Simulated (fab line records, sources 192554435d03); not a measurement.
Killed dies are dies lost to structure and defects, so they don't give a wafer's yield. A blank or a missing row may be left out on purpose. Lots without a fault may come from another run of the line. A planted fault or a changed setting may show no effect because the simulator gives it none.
Split-lot experiment | flow n5_finfet | 7 lots, 21 wafers read, on a route of 1938 steps

THE SPLIT
At N5_BEOL_M6_DESCUM_33 (chemistry O2, time 7 s), the setting time_s was moved away from the recipe's 7 s on 8 of the 21 wafers read, by -19.8% to +18.6%. The other wafers ran this setting at the recipe's value.

The reading is taken at the split's own step.

THE READING
CAR-EUV_of_BEOL_M6_COAT_22.thk_nm (the simulator's own value, which no gauge read), in nm, at N5_BEOL_M6_DESCUM_33 (chemistry O2, time 7 s). The file gives no usual value for it. The 13 wafers here that ran the recipe average 26.0 nm, standard deviation 0.078 nm.

wafer  | tool, chamber at the split | time_s as run, s | against the recipe | CAR-EUV_of_BEOL_M6_COAT_22.thk_nm, nm | against lot-mates on the recipe
L074.2 | rie_diel-05, 2,3,2         | 7                | recipe             | 26                                    | -
L074.4 | rie_diel-05, 2,3,2         | 7                | recipe             | 26                                    | -
L074.6 | rie_diel-05, 2,3,2         | 7                | recipe             | 26                                    | -
L076.1 | rie_diel-05, 3             | 7                | recipe             | 25.8                                  | -
L076.4 | rie_diel-05, 0,1           | 5.881            | -16.0%             | 26.4                                  | +0.6
L076.6 | rie_diel-05, 0,1           | 5.881            | -16.0%             | 26.4                                  | +0.6
L080.1 | rie_diel-04, 1,3,2         | 5.612            | -19.8%             | 26.6                                  | no lot-mate on the recipe
L080.4 | rie_diel-04, 1,3,2         | 5.612            | -19.8%             | 26.6                                  | no lot-mate on the recipe
L080.5 | rie_diel-04, 1,3,2         | 5.612            | -19.8%             | 26.6                                  | no lot-mate on the recipe
L089.1 | rie_diel-05, 1             | 8.299            | +18.6%             | 25.4                                  | -0.6
L089.3 | rie_diel-05, 0,3           | 7                | recipe             | 26                                    | -
L089.5 | rie_diel-05, 0,3           | 7                | recipe             | 26                                    | -
L083.1 | rie_diel-01, 1             | 7                | recipe             | 26.2                                  | -
L083.3 | rie_diel-01, 0             | 7                | recipe             | 26                                    | -
L083.5 | rie_diel-01, 1             | 7.991            | +14.2%             | 25.8                                  | -0.3
L097.1 | rie_diel-01, 1,2,2         | 7                | recipe             | 26                                    | -
L097.2 | rie_diel-01, 1,2,2         | 7                | recipe             | 26                                    | -
L097.5 | rie_diel-01, 1,2,2         | 7                | recipe             | 26                                    | -
L096.3 | rie_diel-01, 3,0           | 7                | recipe             | 26                                    | -
L096.6 | rie_diel-01, 3,0           | 7                | recipe             | 26                                    | -
L096.5 | rie_diel-01, 1             | 7.59             | +8.4%              | 25.6                                  | -0.4
Where a row lists several chambers, the file gives one row for several wafers and doesn't say which wafer went through which chamber.

THE FIT
A straight line over all 21 wafers: CAR-EUV_of_BEOL_M6_COAT_22.thk_nm changes by -0.0286 nm for each +1% of time_s; r = -0.96; the points scatter about the line by 0.092 nm.
The same after taking each lot's own level away (the mean of its wafers on the recipe; 18 wafers): -0.0338 nm for each +1%; r = -0.97; scatter 0.066 nm.
On that fit, the largest move of time_s shifts the reading by 0.67 nm.
The lots' own levels span 25.80 to 26.10 nm, that is 3.8 times the standard deviation above.
So the lot-to-lot level changes the slope: the two fits differ.
Check: with one of the wafers moved furthest among these (+18.6%) left out of the fit, the line predicts -0.623 nm for it against its lot-mates. It came out at -0.6 nm against them.

OTHER SPLITS ON THESE WAFERS
These wafers also went through other splits before the reading. Each is held against what the fit with the lots' levels taken away leaves over:
other split on the same wafers   | wafers away from the commonest value | r with CAR-EUV_of_BEOL_M6_COAT_22.thk_nm (lot level and that fit taken away)
N5_BEOL_M2_TRENCH_ETCH_37 time_s | 5                                    | -0.13
N5_BEOL_M3_VIA_ETCH_34 bias_w    | 10                                   | -0.01
N5_BEOL_M5_TRENCH_ETCH_37 time_s | 7                                    | +0.01
N5_BEOL_M5_ETCH_41 source_w      | 9                                    | -0.49
N5_BEOL_M5_SPUTTER_83 time_s     | 10                                   | +0.29

THE FILE'S OWN FIT
CAR-EUV_of_BEOL_M6_COAT_22.thk_nm changes by -0.0325 nm for each +1% of time_s, r = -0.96.
